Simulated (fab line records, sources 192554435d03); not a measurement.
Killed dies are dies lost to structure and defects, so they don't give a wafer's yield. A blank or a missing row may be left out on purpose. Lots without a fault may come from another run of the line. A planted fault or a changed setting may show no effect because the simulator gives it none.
Which tool did it? | flow n5_finfet | 12 lots, 36 wafers sampled, at 1 step of a route of 1938

WHAT THE GAUGES READ, wafer by wafer
N5_BEOL_M8_CD_MEAS_35: target cd 40 nm.
lot  | measured     | on        | cd_nm (nm)
L077 | day 9 23:10  | cd_sem-02 | 40.2 40.3 39.7
L075 | day 10 07:34 | cd_sem-02 | 39.4 39.7 40.5
L079 | day 10 15:40 | cd_sem-03 | 39.9 40.2 39.4
L081 | day 10 18:41 | cd_sem-01 | 39.6 39.7 39.9
L083 | day 11 11:47 | cd_sem-03 | 40.5 39.4 39.9
L086 | day 12 12:41 | cd_sem-02 | 39.8 40.9 39.5
L088 | day 12 22:22 | cd_sem-03 | 39.3 39.8 39.3
L087 | day 13 00:08 | cd_sem-03 | 40.3 40.1 40.4
L091 | day 13 15:04 | cd_sem-02 | 39.5 40.1 40.4
L093 | day 14 10:41 | cd_sem-01 | 40.6 40.4 40.4
L096 | day 14 18:23 | cd_sem-03 | 40.1 39.8 39.3
L097 | day 15 16:38 | cd_sem-03 | 40.3 40.4 40.5

WHICH TOOL RAN EACH LOT (tool, then ch and the chambers of the sampled wafers, then the start)
The record holds no process step before these readings.

THE ANSWER, worked out from the rows above alone
Rule: what is usual is taken from the lots themselves. Put in order of their means at a reading, lots are off if they are a third of the lots or fewer, leave a main group of 4 or more, and stand apart from it by a gap of 3 or more times the standard deviation of the main group's means; of several such gaps the widest counts. A main group whose means are all the same, to the digits that the tables above print for the reading, isn't used. A lot without any number at a reading at which 4 lots or more have one is off too. The other lots that the step has rows for count as sound.
No lot is off at any reading shown: from this, nothing can be told.

WHAT THE SIMULATOR HAD PUT IN
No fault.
